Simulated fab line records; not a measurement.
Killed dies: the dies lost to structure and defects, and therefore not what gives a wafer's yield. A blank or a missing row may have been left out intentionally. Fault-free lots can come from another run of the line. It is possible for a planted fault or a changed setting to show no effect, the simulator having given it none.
What tool caused it? | flow n5 finfet | 24 lots, 72 wafers sampled, at 4 steps of a route of 1938

WHAT THE GAUGES SHOWED, per wafer
N5_ILD0_THK_MEAS_04. Usual: 197.6 nm for thk nm, sd 1.4.
lot  | measured    | on            | thk nm (nm)       | flag
L074 | day 3 15:13 | film metro-01 | 198.0 198.8 198.2 |
L075 | day 3 19:22 | film metro-01 | 196.8 198.1 198.2 |
L076 | day 4 00:42 | film metro-01 | 196.7 198.8 196.3 |
L077 | day 4 07:38 | film metro-01 | 197.4 198.2 199.1 |
L078 | day 4 14:27 | film metro-01 | 197.4 198.3 198.2 |
L079 | day 4 22:10 | film metro-01 | 197.1 199.3 198.4 |
L080 | day 5 04:55 | film metro-01 | 198.8 197.3 197.5 |
L081 | day 5 08:11 | film metro-02 | 198.9 195.4 198.4 |
L082 | day 5 15:42 | film metro-02 | 199.0 198.3 198.4 |
L083 | day 5 22:35 | film metro-01 | 196.8 197.0 197.4 |
L084 | day 6 00:31 | film metro-01 | 197.9 196.7 196.5 |
L085 | day 6 08:26 | film metro-02 | 199.7 196.3 196.5 |
L086 | day 6 12:50 | film metro-02 | 196.6 199.3 199.6 |
L087 | day 6 18:31 | film metro-02 | 193.9 198.2 198.1 |
L088 | day 7 01:07 | film metro-02 | 194.9 198.2 200.5 |
L089 | day 7 07:13 | film metro-01 | 194.9 196.9 196.4 |
L090 | day 7 12:47 | film metro-02 | 195.1 197.0 198.0 |
L091 | day 7 20:18 | film metro-01 | 199.2 196.9 199.4 |
L092 | day 8 01:42 | film metro-01 | 197.0 198.1 196.7 |
L093 | day 8 10:13 | film metro-01 | 199.1 198.4 196.7 |
L094 | day 8 14:10 | film metro-01 | 196.0 198.9 198.7 |
L095 | day 8 18:08 | film metro-01 | 199.7 197.4 196.6 |
L096 | day 9 08:20 | film metro-02 | 196.9 199.5 195.1 |
L097 | day 9 14:46 | film metro-02 | 197.1 197.3 198.5 |

N5_ILD0_THK_MEAS_13. Usual: 17.3 nm for thk nm, sd 1.6.
lot  | measured    | on            | thk nm (nm)    | flag
L074 | day 3 18:53 | film metro-02 | 19.5 15.9 15.1 |
L075 | day 3 22:54 | film metro-01 | 18.3 17.8 20.8 |
L076 | day 4 04:14 | film metro-01 | 21.0 17.7 17.7 |
L077 | day 4 11:23 | film metro-02 | 17.5 16.3 17.5 |
L078 | day 4 18:45 | film metro-02 | 20.9 18.9 17.3 |
L079 | day 5 01:42 | film metro-02 | 16.4 16.3 16.1 |
L080 | day 5 08:28 | film metro-02 | 16.5 16.7 16.3 |
L081 | day 5 11:49 | film metro-01 | 16.8 18.4 16.8 |
L082 | day 5 20:31 | film metro-01 | 16.8 15.5 14.7 |
L083 | day 6 02:24 | film metro-01 | 17.3 16.3 18.2 |
L084 | day 6 04:16 | film metro-01 | 20.8 15.8 15.2 |
L085 | day 6 11:58 | film metro-01 | 16.8 17.7 17.4 |
L086 | day 6 16:26 | film metro-02 | 16.9 17.1 17.2 |
L087 | day 6 22:14 | film metro-01 | 15.5 16.9 17.4 |
L088 | day 7 04:39 | film metro-01 | 16.3 18.5 17.1 |
L089 | day 7 11:11 | film metro-02 | 15.8 18.2 19.6 |
L090 | day 7 16:20 | film metro-02 | 19.3 15.4 17.3 |
L091 | day 7 23:50 | film metro-02 | 16.8 16.2 16.7 |
L092 | day 8 05:14 | film metro-02 | 17.8 18.9 14.8 |
L093 | day 8 14:24 | film metro-02 | 15.5 17.9 18.3 |
L094 | day 8 17:43 | film metro-01 | 17.0 16.9 15.2 |
L095 | day 8 21:41 | film metro-02 | 20.6 17.2 15.7 |
L096 | day 9 12:03 | film metro-01 | 19.2 15.3 17.1 |
L097 | day 9 18:18 | film metro-01 | 15.1 19.8 17.7 |

WHICH TOOL RAN EACH LOT (tool, then ch and the chambers of the sampled wafers, then the start)
lot  | N5_DUMMY_GATE_ETCH_37             | N5_SD_EPI_N_ETCH_35
L074 | rie diel-03 ch 0,1,2, day 2 22:27 | rie diel-05 ch 0,1,3, day 3 00:49
L075 | rie diel-01 ch 0,2,3, day 3 04:48 | rie diel-04 ch 0,2,3, day 3 07:40
L076 | rie diel-01 ch 0,1,3, day 3 11:08 | rie diel-06 ch 0,2, day 3 13:13
L077 | rie diel-01 ch 0,2,3, day 3 16:31 | rie diel-04 ch 0,2, day 3 20:04
L078 | rie diel-01 ch 1,2, day 3 23:59   | rie diel-06 ch 1,2,3, day 4 02:10
L079 | rie diel-01 ch 0,1,2, day 4 06:51 | rie diel-04 ch 0,1,3, day 4 09:16
L080 | rie diel-01 ch 0,2, day 4 14:35   | rie diel-04 ch 1,2,3, day 4 17:23
L081 | rie diel-01 ch 1,2, day 4 16:09   | rie diel-05 ch 0,1, day 4 18:38
L082 | rie diel-03 ch 0,1,2, day 5 02:03 | rie diel-04 ch 0,2,3, day 5 04:11
L083 | rie diel-03 ch 0,3, day 5 06:08   | rie diel-05 ch 1,2, day 5 08:58
L084 | rie diel-02 ch 1,2,3, day 5 10:35 | rie diel-04 ch 1,2,3, day 5 12:56
L085 | rie diel-01 ch 0,1,2, day 5 18:10 | rie diel-05 ch 0,1,3, day 5 20:34
L086 | rie diel-01 ch 0,1,2, day 5 23:02 | rie diel-06 ch 0,2,3, day 6 01:16
L087 | rie diel-02 ch 0,2,3, day 6 04:23 | rie diel-04 ch 1,2,3, day 6 06:46
L088 | rie diel-02 ch 0,1, day 6 10:40   | rie diel-04 ch 0,2,3, day 6 12:49
L089 | rie diel-01 ch 1,2,3, day 6 16:58 | rie diel-04 ch 1,2,3, day 6 19:47
L090 | rie diel-01 ch 1,2, day 6 22:00   | rie diel-05 ch 0,2, day 7 01:02
L091 | rie diel-02 ch 1,2,3, day 7 06:27 | rie diel-05 ch 1,2,3, day 7 08:37
L092 | rie diel-01 ch 0,1,3, day 7 11:59 | rie diel-06 ch 1,2, day 7 14:08
L093 | rie diel-03 ch 1,3, day 7 18:26   | rie diel-06 ch 0,3, day 7 21:16
L094 | rie diel-01 ch 0,1,2, day 7 22:07 | rie diel-05 ch 2,3, day 8 00:58
L095 | rie diel-01 ch 0,1,2, day 8 04:17 | rie diel-04 ch 0,1,3, day 8 06:44
L096 | rie diel-02 ch 1,2,3, day 8 16:49 | rie diel-05 ch 0,1,3, day 8 19:58
L097 | rie diel-03 ch 0,1,2, day 8 23:01 | rie diel-04 ch 0,2,3, day 9 01:50
- N5_DUMMY_GATE_ETCH_37: etches SOC in N2/H2, target depth 60 nm, overetch 30 nm.
- N5_SD_EPI_N_ETCH_35: etches SOC in N2/H2, overetch 108 nm, time 486 s.

WHAT THE TOOLS THEMSELVES READ (means of the sampled wafers that have a number; where no wafer has one, the mark that the record gives instead)
N5_DUMMY_GATE_ETCH_37. Usual: drypump motor current A 5.8 A, standard deviation 0.43; oes product au 0.61 a.u., standard deviation 0.062; rf vpp V 524.7 V, standard deviation 2.2; showerhead plenum p Torr 2.57 Torr, standard deviation 0.073; throttle valve pct 17.93 %, standard deviation 0.25.
lot  | tool        | drypump motor current A (A) | oes product au (a.u.) | rf vpp V (V) | showerhead plenum p Torr (Torr) | throttle valve pct (%) | flag
L074 | rie diel-03 | 6.1                         | 0.61                  | 524.3        | 2.57                            | 17.67                  |
L075 | rie diel-01 | 5.6                         | 0.63                  | 524.8        | 2.59                            | 17.92                  |
L076 | rie diel-01 | 5.7                         | 0.58                  | 524.1        | 2.56                            | 17.78                  |
L077 | rie diel-01 | 5.6                         | 0.63                  | 524.3        | 2.59                            | 17.91                  |
L078 | rie diel-01 | 5.5                         | 0.67                  | 523.9        | 2.58                            | 18.09                  |
L079 | rie diel-01 | 5.4                         | 0.63                  | 525.6        | 2.59                            | 17.92                  |
L080 | rie diel-01 | 5.3                         | 0.68                  | 526.5        | 2.62                            | 18.06                  |
L081 | rie diel-01 | 5.6                         | 0.61                  | 523.2        | 2.55                            | 17.95                  |
L082 | rie diel-03 | 6.1                         | 0.60                  | 525.2        | 2.57                            | 17.70                  |
L083 | rie diel-03 | 6.4                         | 0.71                  | 528.7        | 2.68                            | 17.50                  |
L084 | rie diel-02 | 5.8                         | 0.59                  | 523.3        | 2.53                            | 18.16                  |
L085 | rie diel-01 | 5.4                         | 0.62                  | 525.4        | 2.59                            | 17.95                  |
L086 | rie diel-01 | 5.4                         | 0.61                  | 524.7        | 2.59                            | 17.95                  |
L087 | rie diel-02 | 5.9                         | 0.57                  | 525.0        | 2.60                            | 18.20                  |
L088 | rie diel-02 | 5.9                         | 0.57                  | 524.8        | 2.56                            | 18.13                  |
L089 | rie diel-01 | 5.8                         | 0.60                  | 524.2        | 2.54                            | 17.98                  |
L090 | rie diel-01 | 5.5                         | 0.64                  | 525.1        | 2.57                            | 18.14                  |
L091 | rie diel-02 | 5.8                         | 0.58                  | 523.4        | 2.53                            | 18.19                  |
L092 | rie diel-01 | 5.7                         | 0.56                  | 524.0        | 2.55                            | 17.82                  |
L093 | rie diel-03 | 6.3                         | 0.68                  | 527.1        | 2.64                            | 17.73                  |
L094 | rie diel-01 | 5.4                         | 0.60                  | 525.1        | 2.58                            | 17.98                  |
L095 | rie diel-01 | 5.4                         | 0.60                  | 523.6        | 2.58                            | 17.98                  |
L096 | rie diel-02 | 5.8                         | 0.57                  | 523.1        | 2.52                            | 18.20                  |
L097 | rie diel-03 | 6.1                         | 0.58                  | 524.8        | 2.55                            | 17.75                  |

N5_SD_EPI_N_ETCH_35. Usual: drypump motor current A 5.8 A, standard deviation 0.59; oes product au 0.68 a.u., standard deviation 0.071; rf vpp V 240.8 V, standard deviation 1.3; showerhead plenum p Torr 2.54 Torr, standard deviation 0.09; throttle valve pct 23.97 %, standard deviation 0.3.
lot  | tool        | drypump motor current A (A) | oes product au (a.u.) | rf vpp V (V) | showerhead plenum p Torr (Torr) | throttle valve pct (%) | flag
L074 | rie diel-05 | 5.5                         | 0.64                  | 239.1        | 2.49                            | 24.04                  |
L075 | rie diel-04 | 6.2                         | 0.68                  | 240.6        | 2.54                            | 23.95                  |
L076 | rie diel-06 | 5.8                         | 0.68                  | 240.8        | 2.58                            | 24.03                  |
L077 | rie diel-04 | 6.0                         | 0.64                  | 241.3        | 2.55                            | 23.82                  |
L078 | rie diel-06 | 5.3                         | 0.72                  | 240.8        | 2.60                            | 23.71                  |
L079 | rie diel-04 | 6.3                         | 0.68                  | 241.2        | 2.57                            | 24.12                  |
L080 | rie diel-04 | 5.9                         | 0.65                  | 241.3        | 2.52                            | 24.15                  |
L081 | rie diel-05 | 5.0                         | 0.62                  | 239.3        | 2.41                            | 24.08                  |
L082 | rie diel-04 | 6.2                         | 0.67                  | 240.4        | 2.53                            | 23.97                  |
L083 | rie diel-05 | 5.3                         | 0.75                  | 240.4        | 2.53                            | 23.68                  |
L084 | rie diel-04 | 5.9                         | 0.65                  | 240.4        | 2.52                            | 24.17                  |
L085 | rie diel-05 | 5.5                         | 0.62                  | 240.1        | 2.48                            | 24.06                  |
L086 | rie diel-06 | 5.7                         | 0.70                  | 241.4        | 2.60                            | 23.90                  |
L087 | rie diel-04 | 5.9                         | 0.65                  | 240.1        | 2.52                            | 24.17                  |
L088 | rie diel-04 | 6.2                         | 0.66                  | 241.2        | 2.53                            | 23.98                  |
L089 | rie diel-04 | 5.9                         | 0.65                  | 241.0        | 2.51                            | 24.18                  |
L090 | rie diel-05 | 5.1                         | 0.73                  | 241.0        | 2.52                            | 23.58                  |
L091 | rie diel-05 | 5.6                         | 0.76                  | 241.0        | 2.53                            | 23.82                  |
L092 | rie diel-06 | 4.9                         | 0.66                  | 241.8        | 2.56                            | 23.74                  |
L093 | rie diel-06 | 6.0                         | 0.68                  | 241.1        | 2.55                            | 23.90                  |
L094 | rie diel-05 | 6.0                         | 0.82                  | 240.8        | 2.60                            | 23.60                  |
L095 | rie diel-04 | 6.3                         | 0.66                  | 241.2        | 2.56                            | 24.17                  |
L096 | rie diel-05 | 5.5                         | 0.78                  | 241.3        | 2.58                            | 23.94                  |
L097 | rie diel-04 | 6.2                         | 0.74                  | 241.0        | 2.52                            | 23.92                  |

THE ANSWER, worked out from the rows above alone
Rule: a lot counts as off when the mean over its wafers that have a number is more than 3 standard deviations away from the usual mean. A lot without any number at a reading at which 4 lots or more have one is off too. Any other lot the step has rows for is counted as sound. After the gauges, taken in route order, come the tools' own readings; for these a lot's mean is taken, as printed above. At the first step where some lot is off, the reading lying furthest off is the one used; lots without a number count as furthest.
No lot is off at any reading shown: from this, nothing can be told.

WHAT HAD BEEN PUT IN BY THE SIMULATOR
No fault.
